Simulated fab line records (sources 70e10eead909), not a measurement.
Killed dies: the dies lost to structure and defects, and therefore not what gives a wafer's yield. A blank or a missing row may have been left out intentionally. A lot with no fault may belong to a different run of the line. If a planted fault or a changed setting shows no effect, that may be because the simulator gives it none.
Chamber matching ; flow nand-harc ; NHARC_A_STAIRCASE_DEP_322 on pecvd-02: 3 sister chambers
The step deposits SiO2, target thk 3800 nm. 6 wafers are shown with their chamber, then 8 later ones without.

EACH WAFER AND ITS CHAMBER
wafer;chamber;heater-power-w (W)
L074.2;0;780
L086.4;1;687
L090.2;1;806
L090.4;0;657
L090.5;2;479
L092.1;2;563

WAFERS WITH NO CHAMBER GIVEN
wafer;heater-power-w (W)
L092.3;802
L092.5;687
L093.1;588
L093.3;806
L093.4;668
L097.2;762
L097.4;662
L097.6;676

THE CHAMBER EACH PASSED THROUGH
wafer;from the rows above;in truth
L092.3;can't be placed: 1 or 0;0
L092.5;can't be placed: 0 or 1 or 2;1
L093.1;can't be placed: 2 or 0 or 1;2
L093.3;can't be placed: 1 or 0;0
L093.4;can't be placed: 0 or 1 or 2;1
L097.2;can't be placed: 1 or 0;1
L097.4;can't be placed: 0 or 1 or 2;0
L097.6;can't be placed: 0 or 1 or 2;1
Placed correctly: 0 of 8. Cannot be placed on the basis of these rows: 8; the candidates contain the true chamber in 8. 0 placed wrongly.
How it was worked out, from the rows above alone: a wafer's distance from a chamber is the root of the sum, over the readings, of the square of ((its reading less the chamber's mean) divided by the reading's scatter). The wafer belongs to the nearest chamber; if the next one is less than 2 further off, it can't be placed. A chamber's mean is the mean of its shown wafers. The scatter: take each reading less its chamber's mean, square it, sum over the shown wafers, divide by the number of wafers less the number of chambers, and take the root.
